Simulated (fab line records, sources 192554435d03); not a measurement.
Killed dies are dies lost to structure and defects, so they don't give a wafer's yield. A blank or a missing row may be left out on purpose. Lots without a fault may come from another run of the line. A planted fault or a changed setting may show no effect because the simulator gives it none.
Split-lot experiment | flow n5_finfet | 7 lots, 21 wafers read, on a route of 1938 steps

THE SPLIT
At N5_MOL_CONTACT_COAG_COAT_75 (time 60 s, resist thk 60 nm), the setting spin_rpm was moved away from the recipe's 1500 rpm on 7 of the 21 wafers read, by -10.9% to +10.9%. The other wafers ran this setting at the recipe's value.

FROM THE SPLIT TO THE READING: what the file shows between them, 9 steps
- N5_MOL_CONTACT_COAG_COAT_76: time 60 s, resist thk 10 nm
- N5_MOL_CONTACT_COAG_COAT_77: time 60 s, resist thk 10 nm
- N5_MOL_CONTACT_COAG_ALD_131: deposits SiO2, target thk 5 nm, pulse time 1 s, co reactant pulse time 1 s
- N5_MOL_CONTACT_COAG_ETCHBACK_132: etches SiO2 in CHF3, target depth 10 nm, time 6.7 s
- N5_MOL_CONTACT_COAG_ETCH_91: etches SOC in N2/H2, target depth 60 nm, overetch 21 nm, time 101.2 s
- N5_MOL_CONTACT_COAG_STRIP_92: strips in N2/H2
- N5_MOL_CONTACT_COAG_STRIP_93: strips in N2/H2
- N5_MOL_CONTACT_COAG_ETCHBACK_135: etches SiO2 in CHF3, target depth 25 nm, time 16.7 s
- N5_MOL_CONTACT_COAG_STRIP_118: strips in CHF3

THE READING
SOC_of_MOL_CONTACT_COAG_COAT_75.thk_nm (the simulator's own value, which no gauge read), in nm, at N5_MOL_CONTACT_COAG_VIA_ETCH_46 (etches SiO2 in C4F6/O2, target depth 46 nm, overetch 9.2 nm, time 40 s). The file gives no usual value for it. The 14 wafers here that ran the recipe average 50.7 nm, standard deviation 0.22 nm.

wafer  | tool, chamber at the split | spin_rpm as run, rpm | against the recipe | SOC_of_MOL_CONTACT_COAG_COAT_75.thk_nm, nm | against lot-mates on the recipe
L074.1 | litho_track-03, 0          | 1500                 | recipe             | 50.4                                       | -
L074.3 | litho_track-03, 0          | 1500                 | recipe             | 50.4                                       | -
L074.5 | litho_track-03, 0          | 1337                 | -10.9%             | 54.4                                       | +4.0
L075.1 | litho_track-01, 0          | 1336                 | -10.9%             | 54.2                                       | +3.3
L075.3 | litho_track-01, 0          | 1500                 | recipe             | 51                                         | -
L075.6 | litho_track-01, 0          | 1500                 | recipe             | 50.8                                       | -
L076.3 | litho_track-05, 0          | 1412                 | -5.9%              | 52.6                                       | +1.6
L076.5 | litho_track-05, 0          | 1500                 | recipe             | 51                                         | -
L076.6 | litho_track-05, 0          | 1500                 | recipe             | 51                                         | -
L079.1 | litho_track-05, 0          | 1500                 | recipe             | 50.8                                       | -
L079.5 | litho_track-05, 0          | 1500                 | recipe             | 51                                         | -
L079.6 | litho_track-05, 0          | 1500                 | recipe             | 50.6                                       | -
L089.2 | litho_track-03, 0          | 1500                 | recipe             | 50.6                                       | -
L089.4 | litho_track-03, 0          | 1500                 | recipe             | 50.6                                       | -
L089.5 | litho_track-03, 0          | 1500                 | recipe             | 50.4                                       | -
L091.1 | litho_track-05, 0          | 1336                 | -10.9%             | 54.2                                       | no lot-mate on the recipe
L091.5 | litho_track-05, 0          | 1336                 | -10.9%             | 54.2                                       | no lot-mate on the recipe
L091.3 | litho_track-05, 0          | 1336                 | -10.9%             | 54.4                                       | no lot-mate on the recipe
L096.2 | litho_track-03, 0          | 1664                 | +10.9%             | 47.4                                       | -3.3
L096.3 | litho_track-03, 0          | 1500                 | recipe             | 50.6                                       | -
L096.5 | litho_track-03, 0          | 1500                 | recipe             | 50.8                                       | -

THE FIT
A straight line over all 21 wafers: SOC_of_MOL_CONTACT_COAG_COAT_75.thk_nm changes by -0.321 nm for each +1% of spin_rpm; r = -0.99; the points scatter about the line by 0.2 nm.
The same after taking each lot's own level away (the mean of its wafers on the recipe; 18 wafers): -0.319 nm for each +1%; r = -0.99; scatter 0.19 nm.
On that fit, the largest move of spin_rpm shifts the reading by 3.5 nm.
The lots' own levels span 50.40 to 51.00 nm, that is 2.7 times the standard deviation above.
So the lot-to-lot level changes the slope little: the two slopes agree.
Check: with one of the wafers moved furthest among these (-10.9%) left out of the fit, the line predicts +3.59 nm for it against its lot-mates. It came out at +3.3 nm against them.

OTHER SPLITS ON THESE WAFERS
These wafers also went through other splits before the reading. Each is held against what the fit with the lots' levels taken away leaves over:
other split on the same wafers        | wafers away from the commonest value | r with SOC_of_MOL_CONTACT_COAG_COAT_75.thk_nm (lot level and that fit taken away)
N5_MOL_CONTACT_COAG_ALD_27 ald_cycles | 6                                    | +0.35

THE WHOLE CHAIN: every reading that the file lists as answering this split, in the file's order
step                            | what it does                                                           | reading                                                                                 | change (the file's fit)               | r (the file's)
N5_MOL_CONTACT_COAG_COAT_75     | time 60 s, resist thk 60 nm                                            | SOC_of_MOL_CONTACT_COAG_COAT_75.thk_nm (the simulator's own value, which no gauge read) | -0.314 nm for each +1% of the setting | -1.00
N5_MOL_CONTACT_COAG_ETCH_91     | etches SOC in N2/H2, target depth 60 nm, overetch 21 nm, time 101.2 s  | etch.depth_nm (the simulator's own value, which no gauge read)                          | -0.319 nm for each +1% of the setting | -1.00
N5_MOL_CONTACT_COAG_VIA_ETCH_46 | etches SiO2 in C4F6/O2, target depth 46 nm, overetch 9.2 nm, time 40 s | SOC_of_MOL_CONTACT_COAG_COAT_75.thk_nm (the simulator's own value, which no gauge read) | -0.319 nm for each +1% of the setting | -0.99

THE FILE'S OWN FIT
SOC_of_MOL_CONTACT_COAG_COAT_75.thk_nm changes by -0.319 nm for each +1% of spin_rpm, r = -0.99.
